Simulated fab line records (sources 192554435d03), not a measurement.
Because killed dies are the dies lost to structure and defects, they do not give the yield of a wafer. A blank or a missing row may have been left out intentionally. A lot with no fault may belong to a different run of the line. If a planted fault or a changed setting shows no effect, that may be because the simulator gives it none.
Split-lot trial || flow n5Finfet || 7 lots, 39 wafers read, on a route of 1938 steps

SPLIT DETAILS
At N5_HKMG_FIN_DEVELOP_48 (develop time 30 s), the setting developTimeS was moved away from the recipe's 30 s on 18 of the 39 wafers read, by -47.4% to +58.6%. All remaining wafers had this setting at the recipe value.

No step appears in the file between the split and the reading.

THE READING
At N5_HKMG_FIN_CD_MEAS_49: cdNm in nanometres, against a target cd of 202 nm. A value of 201.9 nm with a standard deviation of 0.55 nm is what fault-free wafers of this fab line usually give.

{"wafer": "L084.1", "tool, chamber at the split": "lithoTrack-02, 0", "developTimeS as run, s": 30, "against the recipe": "recipe", "cdNm, nm": 202.0, "against lot-mates on the recipe": "-"}
{"wafer": "L084.2", "tool, chamber at the split": "lithoTrack-02, 0", "developTimeS as run, s": 35.79, "against the recipe": "+19.3%", "cdNm, nm": 202.6, "against lot-mates on the recipe": "+1.0"}
{"wafer": "L084.3", "tool, chamber at the split": "lithoTrack-02, 0", "developTimeS as run, s": 35.79, "against the recipe": "+19.3%", "cdNm, nm": 202.4, "against lot-mates on the recipe": "+0.8"}
{"wafer": "L084.4", "tool, chamber at the split": "lithoTrack-02, 0", "developTimeS as run, s": 30, "against the recipe": "recipe", "cdNm, nm": 201.5, "against lot-mates on the recipe": "-"}
{"wafer": "L084.5", "tool, chamber at the split": "lithoTrack-02, 0", "developTimeS as run, s": 35.79, "against the recipe": "+19.3%", "cdNm, nm": 201.8, "against lot-mates on the recipe": "+0.2"}
{"wafer": "L084.6", "tool, chamber at the split": "lithoTrack-02, 0", "developTimeS as run, s": 30, "against the recipe": "recipe", "cdNm, nm": 201.3, "against lot-mates on the recipe": "-"}
{"wafer": "L083.1", "tool, chamber at the split": "lithoTrack-04, 0", "developTimeS as run, s": 47.59, "against the recipe": "+58.6%", "cdNm, nm": 204.8, "against lot-mates on the recipe": "+2.1"}
{"wafer": "L083.2", "tool, chamber at the split": "lithoTrack-04, 0", "developTimeS as run, s": 30, "against the recipe": "recipe", "cdNm, nm": 202.9, "against lot-mates on the recipe": "-"}
{"wafer": "L083.3", "tool, chamber at the split": "lithoTrack-04, 0", "developTimeS as run, s": 30, "against the recipe": "recipe", "cdNm, nm": 202.5, "against lot-mates on the recipe": "-"}
{"wafer": "L083.4", "tool, chamber at the split": "lithoTrack-04, 0", "developTimeS as run, s": 30, "against the recipe": "recipe", "cdNm, nm": 202.6, "against lot-mates on the recipe": "-"}
{"wafer": "L083.5", "tool, chamber at the split": "lithoTrack-04, 0", "developTimeS as run, s": 47.59, "against the recipe": "+58.6%", "cdNm, nm": 204.6, "against lot-mates on the recipe": "+1.9"}
{"wafer": "L083.6", "tool, chamber at the split": "lithoTrack-04, 0", "developTimeS as run, s": 47.59, "against the recipe": "+58.6%", "cdNm, nm": 205.2, "against lot-mates on the recipe": "+2.5"}
{"wafer": "L085.1", "tool, chamber at the split": "lithoTrack-05, 0", "developTimeS as run, s": 30, "against the recipe": "recipe", "cdNm, nm": 202.6, "against lot-mates on the recipe": "-"}
{"wafer": "L085.2", "tool, chamber at the split": "lithoTrack-05, 0", "developTimeS as run, s": 21.53, "against the recipe": "-28.2%", "cdNm, nm": 200.8, "against lot-mates on the recipe": -1.8}
{"wafer": "L085.3", "tool, chamber at the split": "lithoTrack-05, 0", "developTimeS as run, s": 30, "against the recipe": "recipe", "cdNm, nm": 202.2, "against lot-mates on the recipe": "-"}
{"wafer": "L085.4", "tool, chamber at the split": "lithoTrack-05, 0", "developTimeS as run, s": 21.53, "against the recipe": "-28.2%", "cdNm, nm": 201.1, "against lot-mates on the recipe": -1.5}
{"wafer": "L085.5", "tool, chamber at the split": "lithoTrack-05, 0", "developTimeS as run, s": 30, "against the recipe": "recipe", "cdNm, nm": 202.9, "against lot-mates on the recipe": "-"}
{"wafer": "L085.6", "tool, chamber at the split": "lithoTrack-05, 0", "developTimeS as run, s": 21.53, "against the recipe": "-28.2%", "cdNm, nm": 200.3, "against lot-mates on the recipe": -2.3}
{"wafer": "L086.1", "tool, chamber at the split": "lithoTrack-04, 0", "developTimeS as run, s": 39.79, "against the recipe": "+32.6%", "cdNm, nm": 203.8, "against lot-mates on the recipe": "+2.1"}
{"wafer": "L086.2", "tool, chamber at the split": "lithoTrack-04, 0", "developTimeS as run, s": 39.79, "against the recipe": "+32.6%", "cdNm, nm": 202.3, "against lot-mates on the recipe": "+0.6"}
{"wafer": "L086.3", "tool, chamber at the split": "lithoTrack-04, 0", "developTimeS as run, s": 30, "against the recipe": "recipe", "cdNm, nm": 202.0, "against lot-mates on the recipe": "-"}
{"wafer": "L086.4", "tool, chamber at the split": "lithoTrack-04, 0", "developTimeS as run, s": 30, "against the recipe": "recipe", "cdNm, nm": 201.3, "against lot-mates on the recipe": "-"}
{"wafer": "L086.5", "tool, chamber at the split": "lithoTrack-04, 0", "developTimeS as run, s": 39.79, "against the recipe": "+32.6%", "cdNm, nm": 202.4, "against lot-mates on the recipe": "+0.7"}
{"wafer": "L086.6", "tool, chamber at the split": "lithoTrack-04, 0", "developTimeS as run, s": 30, "against the recipe": "recipe", "cdNm, nm": 201.9, "against lot-mates on the recipe": "-"}
{"wafer": "L091.1", "tool, chamber at the split": "lithoTrack-05, 0", "developTimeS as run, s": 45.76, "against the recipe": "+52.5%", "cdNm, nm": 203.4, "against lot-mates on the recipe": "+2.1"}
{"wafer": "L091.2", "tool, chamber at the split": "lithoTrack-05, 0", "developTimeS as run, s": 30, "against the recipe": "recipe", "cdNm, nm": 200.8, "against lot-mates on the recipe": "-"}
{"wafer": "L091.3", "tool, chamber at the split": "lithoTrack-05, 0", "developTimeS as run, s": 30, "against the recipe": "recipe", "cdNm, nm": 201.5, "against lot-mates on the recipe": "-"}
{"wafer": "L091.4", "tool, chamber at the split": "lithoTrack-05, 0", "developTimeS as run, s": 45.76, "against the recipe": "+52.5%", "cdNm, nm": 203.5, "against lot-mates on the recipe": "+2.2"}
{"wafer": "L091.5", "tool, chamber at the split": "lithoTrack-05, 0", "developTimeS as run, s": 45.76, "against the recipe": "+52.5%", "cdNm, nm": 202.8, "against lot-mates on the recipe": "+1.5"}
{"wafer": "L091.6", "tool, chamber at the split": "lithoTrack-05, 0", "developTimeS as run, s": 30, "against the recipe": "recipe", "cdNm, nm": 201.6, "against lot-mates on the recipe": "-"}
{"wafer": "L092.3", "tool, chamber at the split": "lithoTrack-02, 0", "developTimeS as run, s": 30, "against the recipe": "recipe", "cdNm, nm": 201.2, "against lot-mates on the recipe": "-"}
{"wafer": "L092.4", "tool, chamber at the split": "lithoTrack-02, 0", "developTimeS as run, s": 30, "against the recipe": "recipe", "cdNm, nm": 201.9, "against lot-mates on the recipe": "-"}
{"wafer": "L092.5", "tool, chamber at the split": "lithoTrack-02, 0", "developTimeS as run, s": 30, "against the recipe": "recipe", "cdNm, nm": 201.7, "against lot-mates on the recipe": "-"}
{"wafer": "L094.1", "tool, chamber at the split": "lithoTrack-02, 0", "developTimeS as run, s": 30, "against the recipe": "recipe", "cdNm, nm": 202.3, "against lot-mates on the recipe": "-"}
{"wafer": "L094.2", "tool, chamber at the split": "lithoTrack-02, 0", "developTimeS as run, s": 30, "against the recipe": "recipe", "cdNm, nm": 202.4, "against lot-mates on the recipe": "-"}
{"wafer": "L094.3", "tool, chamber at the split": "lithoTrack-02, 0", "developTimeS as run, s": 15.78, "against the recipe": "-47.4%", "cdNm, nm": 198.6, "against lot-mates on the recipe": -3.7}
{"wafer": "L094.4", "tool, chamber at the split": "lithoTrack-02, 0", "developTimeS as run, s": 15.78, "against the recipe": "-47.4%", "cdNm, nm": 199.1, "against lot-mates on the recipe": -3.2}
{"wafer": "L094.5", "tool, chamber at the split": "lithoTrack-02, 0", "developTimeS as run, s": 30, "against the recipe": "recipe", "cdNm, nm": 202.2, "against lot-mates on the recipe": "-"}
{"wafer": "L094.6", "tool, chamber at the split": "lithoTrack-02, 0", "developTimeS as run, s": 15.78, "against the recipe": "-47.4%", "cdNm, nm": 198.8, "against lot-mates on the recipe": -3.5}

THE FIT
A straight line over all 39 wafers: cdNm changes by +0.0443 nm for each +1% of developTimeS; r = +0.89; the points scatter about the line by 0.66 nm.
The same after taking each lot's own level away (the mean of its wafers on the recipe; 39 wafers): +0.0487 nm for each +1%; r = +0.94; scatter 0.5 nm.
That fit puts the effect of the largest move of developTimeS on the reading at 2.9 nm.
Across the lots, their own levels run from 201.30 to 202.67 nm, a range of 2.5 times the standard deviation given above.
Hence the lot-to-lot level has little effect on the slope; both slopes agree.
Check: for one of the wafers moved furthest among these (+58.6%), held out of the fit, the line's prediction against its lot-mates is +2.63 nm. It came out at +2.13 nm against them.

ADDITIONAL SPLITS CARRIED BY THESE WAFERS
These wafers also went through other splits before the reading. Each is held against what the fit with the lots' levels taken away leaves over:
{"other split on the same wafers": "N5_PMOS_HMC_CHANNEL_EPI_ETCH_38 targetDepthA", "wafers away from the commonest value": 12, "r with cdNm (lot level and that fit taken away)": "+0.10"}

THE WHOLE CHAIN: every reading that the file lists as answering this split, in the file's order
{"step": "N5_HKMG_FIN_CD_MEAS_49", "what it does": "target cd 202 nm", "reading": "cdNm", "change (the file's fit)": "+0.0464 nm for each +1% of the setting", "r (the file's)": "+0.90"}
{"step": "N5_HKMG_FIN_ETCH_54", "what it does": "etches SiARC in CF4, target depth 45.5 nm, time 75.8 s", "reading": "HKMG_FIN.cdOffsetNm (the simulator's own value, which no gauge read)", "change (the file's fit)": "+0.0464 nm for each +1% of the setting", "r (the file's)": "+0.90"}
{"step": "N5_HKMG_FIN_ETCH_55", "what it does": "etches SOC in N2/H2, target depth 240 nm, time 300 s", "reading": "HKMG_FIN.cdOffsetNm (the simulator's own value, which no gauge read)", "change (the file's fit)": "+0.0479 nm for each +1% of the setting", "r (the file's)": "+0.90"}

THE FILE'S OWN FIT
cdNm changes by +0.0464 nm for each +1% of developTimeS, r = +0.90.
